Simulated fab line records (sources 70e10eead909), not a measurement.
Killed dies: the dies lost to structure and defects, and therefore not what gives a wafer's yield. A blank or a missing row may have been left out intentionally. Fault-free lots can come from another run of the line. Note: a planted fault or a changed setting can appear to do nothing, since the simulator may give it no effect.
The tool behind it: which one? -- flow nand harc -- Sampling: 12 lots, 36 wafers, 6 of 1159 route steps

== WHAT THE GAUGES SHOWED, per wafer ==
NHARC_P_M0_THK_MEAS_24: measures by xrf. Usual: 117.4 nm for thk nm, sd 1.4.
lot,measured,on,thk nm (nm),flag
L743,day 6 08:11,film metro-02,115.4 116.3 115.8,
L745,day 6 18:00,film metro-02,117.2 116.6 117.0,
L744,day 6 18:28,film metro-02,118.8 117.4 116.4,
L749,day 7 13:50,film metro-02,119.6 117.2 115.4,
L755,day 9 05:16,film metro-01,118.3 118.7 118.1,
L754,day 9 05:36,film metro-01,116.5 118.0 119.3,
L757,day 10 04:08,film metro-02,116.5 117.1 116.0,
L758,day 10 04:46,film metro-01,118.4 118.4 116.6,
L760,day 10 12:56,film metro-02,118.2 117.8 119.2,
L762,day 10 20:10,film metro-02,114.1 115.8 117.8,
L763,day 11 01:25,film metro-01,119.5 117.3 118.5,
L764,day 11 11:21,film metro-01,118.9 119.6 119.2,

NHARC_P_M2_CD_MEAS_09: target cd 170 nm. Usual: 170.3 nm for cd nm, sd 0.49.
lot,measured,on,cd nm (nm),flag
L743,day 6 13:56,cd sem-01,169.9 169.8 169.6,
L745,day 7 00:34,cd sem-01,170.8 170.7 170.6,
L744,day 7 00:44,cd sem-02,170.8 170.7 171.2,
L749,day 7 19:38,cd sem-03,170.4 170.1 170.4,
L755,day 9 11:15,cd sem-03,184.9 185.2 184.6 184.7 184.6 184.5,OFF
L754,day 9 11:34,cd sem-02,185.0 184.8 184.6 184.8 185.0 184.9,OFF
L757,day 10 10:35,cd sem-03,170.3 170.0 170.3,
L758,day 10 11:37,cd sem-01,169.9 169.9 170.6,
L760,day 10 19:13,cd sem-02,170.3 169.5 169.7,
L762,day 11 02:28,cd sem-02,170.3 170.0 169.8,
L763,day 11 07:07,cd sem-01,169.9 170.2 170.0,
L764,day 11 17:15,cd sem-02,170.5 169.8 170.7,

NHARC_END_SORT_01. Usual: defect limited yield 95.7 %, standard deviation 1.5; killed at array 25, standard deviation 9.8; killed at other 0.8, standard deviation 1.1; killed at periphery 3.3, standard deviation 2.1; killed dies 29, standard deviation 10; killed open 3.3, standard deviation 1.8; killed short 1.9, standard deviation 1.4; sort_bin_2_pct 1.3 %, standard deviation 0.6; sort_bin_3_pct 0.25 %, standard deviation 0.23; sort_bin_4_pct 2.8 %, standard deviation 0.97; sort n pass 648, standard deviation 10; sort rim yield pct 95 %, standard deviation 3.2; sort yield pct 95.7 %, standard deviation 1.5.
lot,measured,on,defect limited yield (%),killed at array,killed at other,killed at periphery,killed dies,killed open,killed short,sort_bin_2_pct (%),sort_bin_3_pct (%),sort_bin_4_pct (%),sort n pass,sort rim yield pct (%),sort yield pct (%),flag
L755,day 24 18:10,prober-02,93.4 93.5 95.9,43 41 28,1 0 0,1 3 0,45 44 28,0 4 2,2 4 2,2.1 2.4 1.3,0.59 0.15 0.44,4.0 4.0 2.4,632 633 649,95 96 92,93.4 93.5 95.9,

== TOOL THAT RAN EACH LOT (tool first, then ch and the chambers of the sampled wafers, then the start) ==
lot,NHARC_P_M1_ANNEAL_31,NHARC_P_M1_PRE_CLEAN_32,NHARC_P_M2_PEB_07
L743,"rtp anneal-01 ch 0, day 6 11:51","pecvd-03 ch 0,1,2, day 6 12:38","litho track-04 ch 0, day 6 13:52"
L745,"rtp anneal-01 ch 0, day 6 21:28","pecvd-03 ch 0,1,2, day 6 22:21","litho track-06 ch 0, day 7 00:29"
L744,"rtp anneal-01 ch 0, day 6 22:28","pecvd-03 ch 0,2, day 6 23:24","litho track-06 ch 0, day 7 00:40"
L749,"rtp anneal-01 ch 0, day 7 17:32","pecvd-04 ch 0,1,2, day 7 18:19","litho track-01 ch 0, day 7 19:33"
L755,"rtp anneal-01 ch 0, day 9 09:01","pecvd-02 ch 0,1,2, day 9 09:57","litho track-06 ch 0, day 9 11:10"
L754,"rtp anneal-02 ch 0, day 9 09:17","pecvd-02 ch 0,1,2, day 9 10:15","litho track-06 ch 0, day 9 11:29"
L757,"rtp anneal-02 ch 0, day 10 08:17","pecvd-04 ch 0,1,2, day 10 09:15","litho track-04 ch 0, day 10 10:31"
L758,"rtp anneal-01 ch 0, day 10 09:10","pecvd-03 ch 0,1, day 10 09:59","litho track-04 ch 0, day 10 11:31"
L760,"rtp anneal-01 ch 0, day 10 16:35","pecvd-02 ch 0,2, day 10 17:44","litho track-01 ch 0, day 10 19:08"
L762,"rtp anneal-01 ch 0, day 10 23:54","pecvd-02 ch 0,1,2, day 11 01:01","litho track-01 ch 0, day 11 02:23"
L763,"rtp anneal-01 ch 0, day 11 04:58","pecvd-04 ch 0,2, day 11 05:49","litho track-04 ch 0, day 11 07:02"
L764,"rtp anneal-01 ch 0, day 11 15:11","pecvd-02 ch 0,1,2, day 11 16:02","litho track-04 ch 0, day 11 17:10"
- NHARC_P_M1_ANNEAL_31: time 90 s.
- NHARC_P_M1_PRE_CLEAN_32: time 12 s.
- NHARC_P_M2_PEB_07: peb time 65 s.

== WHAT THE TOOLS THEMSELVES READ (means of the sampled wafers that have a number; where no wafer has one, the mark that the record gives instead) ==
NHARC_P_M1_ANNEAL_31. Usual: 226.4 for wafer_temp_C_max, sd 0.44.
lot,tool,wafer_temp_C_max,flag
L743,rtp anneal-01,226.3,
L745,rtp anneal-01,226.5,
L744,rtp anneal-01,226.2,
L749,rtp anneal-01,226.0,
L755,rtp anneal-01,225.9,
L754,rtp anneal-02,227.1,
L757,rtp anneal-02,226.7,
L758,rtp anneal-01,226.2,
L760,rtp anneal-01,226.1,
L762,rtp anneal-01,226.1,
L763,rtp anneal-01,226.1,
L764,rtp anneal-01,225.8,

NHARC_P_M1_PRE_CLEAN_32. Usual: heater power w 654 W, standard deviation 54; susceptor temp C 369.99 C, standard deviation 0.21.
lot,tool,heater power w (W),susceptor temp C (C),flag
L743,pecvd-03,644,369.73,
L745,pecvd-03,588,370.01,
L744,pecvd-03,657,369.96,
L749,pecvd-04,694,370.00,
L755,pecvd-02,673,370.16,
L754,pecvd-02,683,369.84,
L757,pecvd-04,688,370.09,
L758,pecvd-03,586,369.98,
L760,pecvd-02,641,370.13,
L762,pecvd-02,667,370.06,
L763,pecvd-04,692,369.94,
L764,pecvd-02,638,369.93,

NHARC_P_M2_PEB_07. Usual: heater power total W 156.6 W, standard deviation 0.41; plate temp C 100.02 C, standard deviation 0.11.
lot,tool,heater power total W (W),plate temp C (C),flag
L743,litho track-04,156.5,100.10,
L745,litho track-06,157.0,99.92,
L744,litho track-06,156.5,100.06,
L749,litho track-01,156.5,99.91,
L755,litho track-06,166.7,104.53,OFF
L754,litho track-06,166.5,104.61,OFF
L757,litho track-04,156.7,99.95,
L758,litho track-04,156.7,100.08,
L760,litho track-01,157.0,100.07,
L762,litho track-01,156.7,100.08,
L763,litho track-04,156.7,100.10,
L764,litho track-04,156.8,100.11,

== THE ANSWER, worked out from the rows above alone ==
Rule: take the mean of a lot's wafers that have a number; if it is more than 3 standard deviations from the usual mean, the lot is off. A lot without any number at a reading at which 4 lots or more have one is off too. Where the step has rows for the other lots, those lots are counted as sound. The gauges are gone through in route order, then the tools' own readings, and for those a lot's mean is taken as printed above. The first step at which some lot is off is used, and at that step the reading that is off furthest; a lot without a number counts as furthest.
Off: L755, L754 (NHARC_P_M2_CD_MEAS_09, cd nm).
If a tool, at a process step before that reading, ran all the lots that are off and no sound lot after the first of them, it fits. Not tried: the gauges at NHARC_P_M2_CD_MEAS_09; whatever is off there is also off at NHARC_P_M2_PEB_07, on other tools, and gauge error can't account for it. One candidate fits, namely litho track-06 at NHARC_P_M2_PEB_07. A fault onset in the window from L744 (day 7 00:40, its last sound lot) to L755 (day 9 11:10, its first lot off) fits.
The tool's own readings at NHARC_P_M2_PEB_07 bear it out: on the lots that are off they differ by more than 5 times the standard deviation of the sound lots' means. heater power total W reads 166.6 W there against 156.7 W on the sound lots; plate temp C reads 104.57 C there against 100.04 C on the sound lots.

== WHAT HAD BEEN PUT IN BY THE SIMULATOR ==
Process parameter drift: litho track-06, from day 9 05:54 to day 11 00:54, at NHARC_P_M2_PEB_07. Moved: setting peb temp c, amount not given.
Struck lots among those shown: L755, L754. Same finding as the rule above.
